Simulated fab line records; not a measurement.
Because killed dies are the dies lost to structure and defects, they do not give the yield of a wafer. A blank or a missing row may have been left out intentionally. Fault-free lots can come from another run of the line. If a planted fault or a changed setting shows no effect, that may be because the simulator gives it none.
Which tool did it? :: flow n5 finfet :: 11 lots, 33 wafers sampled, at 3 steps of a route of 1938

## WHAT THE GAUGES READ, wafer by wafer
N5_MIM_BOT_LITHO_CD_MEAS_08 targets a cd of 3000 nm. Usual: cd nm at 3000.1 nm, with a standard deviation of 1.7.
lot: L879
measured: day 13 09:59
on: cd sem-03
cd nm (nm): 2998.5 2999.1 3001.9
flag: 

lot: L881
measured: day 14 01:51
on: cd sem-02
cd nm (nm): 2999.8 2997.8 2997.3
flag: 

lot: L882
measured: day 14 16:58
on: cd sem-02
cd nm (nm): 3000.7 2999.0 2999.2
flag: 

lot: L880
measured: day 14 19:26
on: cd sem-02
cd nm (nm): 3000.8 2998.9 3001.6
flag: 

lot: L884
measured: day 15 07:57
on: cd sem-01
cd nm (nm): 3001.9 2999.3 3001.8
flag: 

lot: L885
measured: day 15 18:03
on: cd sem-01
cd nm (nm): 2998.8 2998.4 3001.5
flag: 

lot: L888
measured: day 16 12:04
on: cd sem-01
cd nm (nm): 3007.9 3005.4 3007.8
flag: OFF

lot: L892
measured: day 17 00:05
on: cd sem-02
cd nm (nm): 3008.5 3007.6 3008.7
flag: OFF

lot: L900
measured: day 19 10:04
on: cd sem-02
cd nm (nm): 2999.7 3001.5 2999.5
flag: 

lot: L901
measured: day 19 18:49
on: cd sem-02
cd nm (nm): 2998.8 2997.9 2998.2
flag: 

lot: L902
measured: day 19 18:52
on: cd sem-01
cd nm (nm): 2997.8 2997.8 2998.2
flag: 

## WHICH TOOL RAN EACH LOT (tool, then ch and the chambers of the sampled wafers, then the start)
lot: L879
N5_MIM_TOP_DEGAS_04: pvd sputter-02, day 13 08:25
N5_MIM_BOT_LITHO_DEVELOP_07: litho track-01 ch 0, day 13 09:52

lot: L881
N5_MIM_TOP_DEGAS_04: pvd sputter-02, day 14 00:29
N5_MIM_BOT_LITHO_DEVELOP_07: litho track-05 ch 0, day 14 01:44

lot: L882
N5_MIM_TOP_DEGAS_04: pvd sputter-03, day 14 15:40
N5_MIM_BOT_LITHO_DEVELOP_07: litho track-01 ch 0, day 14 16:50

lot: L880
N5_MIM_TOP_DEGAS_04: pvd sputter-01, day 14 18:00
N5_MIM_BOT_LITHO_DEVELOP_07: litho track-05 ch 0, day 14 19:19

lot: L884
N5_MIM_TOP_DEGAS_04: pvd sputter-03, day 15 06:47
N5_MIM_BOT_LITHO_DEVELOP_07: litho track-01 ch 0, day 15 07:50

lot: L885
N5_MIM_TOP_DEGAS_04: pvd sputter-01, day 15 16:30
N5_MIM_BOT_LITHO_DEVELOP_07: litho track-05 ch 0, day 15 17:56

lot: L888
N5_MIM_TOP_DEGAS_04: pvd sputter-01, day 16 10:44
N5_MIM_BOT_LITHO_DEVELOP_07: litho track-05 ch 0, day 16 11:57

lot: L892
N5_MIM_TOP_DEGAS_04: pvd sputter-01, day 16 22:41
N5_MIM_BOT_LITHO_DEVELOP_07: litho track-05 ch 0, day 16 23:59

lot: L900
N5_MIM_TOP_DEGAS_04: pvd sputter-03, day 19 08:26
N5_MIM_BOT_LITHO_DEVELOP_07: litho track-01 ch 0, day 19 09:56

lot: L901
N5_MIM_TOP_DEGAS_04: pvd sputter-03, day 19 17:20
N5_MIM_BOT_LITHO_DEVELOP_07: litho track-02 ch 0, day 19 18:42

lot: L902
N5_MIM_TOP_DEGAS_04: pvd sputter-03, day 19 17:27
N5_MIM_BOT_LITHO_DEVELOP_07: litho track-02 ch 0, day 19 18:44
- N5_MIM_TOP_DEGAS_04: time 60 s.
- N5_MIM_BOT_LITHO_DEVELOP_07: develop time 60 s.

## WHAT THE TOOLS THEMSELVES READ (means of the sampled wafers that have a number; where no wafer has one, the mark that the record gives instead)
N5_MIM_TOP_DEGAS_04. Usual: heater power w at 426 W, with a standard deviation of 49.
lot: L879
tool: pvd sputter-02
heater power w (W): 475
flag: 

lot: L881
tool: pvd sputter-02
heater power w (W): 409
flag: 

lot: L882
tool: pvd sputter-03
heater power w (W): 379
flag: 

lot: L880
tool: pvd sputter-01
heater power w (W): 449
flag: 

lot: L884
tool: pvd sputter-03
heater power w (W): 424
flag: 

lot: L885
tool: pvd sputter-01
heater power w (W): 479
flag: 

lot: L888
tool: pvd sputter-01
heater power w (W): 489
flag: 

lot: L892
tool: pvd sputter-01
heater power w (W): 447
flag: 

lot: L900
tool: pvd sputter-03
heater power w (W): 384
flag: 

lot: L901
tool: pvd sputter-03
heater power w (W): 407
flag: 

lot: L902
tool: pvd sputter-03
heater power w (W): 415
flag: 

## THE ANSWER, worked out from the rows above alone
Rule: lot off if the mean of its wafers having a number is beyond 3 standard deviations from the usual mean. A lot without any number at a reading at which 4 lots or more have one is off too. Where the step has rows for the other lots, those lots are counted as sound. After the gauges, taken in route order, come the tools' own readings; for these a lot's mean is taken, as printed above. At the first step where some lot is off, the reading lying furthest off is the one used; lots without a number count as furthest.
Off, at N5_MIM_BOT_LITHO_CD_MEAS_08 on cd nm: L888, L892.
A tool fits if, at a process step before that reading, it ran every lot that is off, and no sound lot after the first of them. The gauges at N5_MIM_BOT_LITHO_CD_MEAS_08 are tried like those tools. Undecided on this evidence; 2 tools fit (pvd sputter-01 at N5_MIM_TOP_DEGAS_04, litho track-05 at N5_MIM_BOT_LITHO_DEVELOP_07).

## WHAT HAD BEEN PUT IN BY THE SIMULATOR
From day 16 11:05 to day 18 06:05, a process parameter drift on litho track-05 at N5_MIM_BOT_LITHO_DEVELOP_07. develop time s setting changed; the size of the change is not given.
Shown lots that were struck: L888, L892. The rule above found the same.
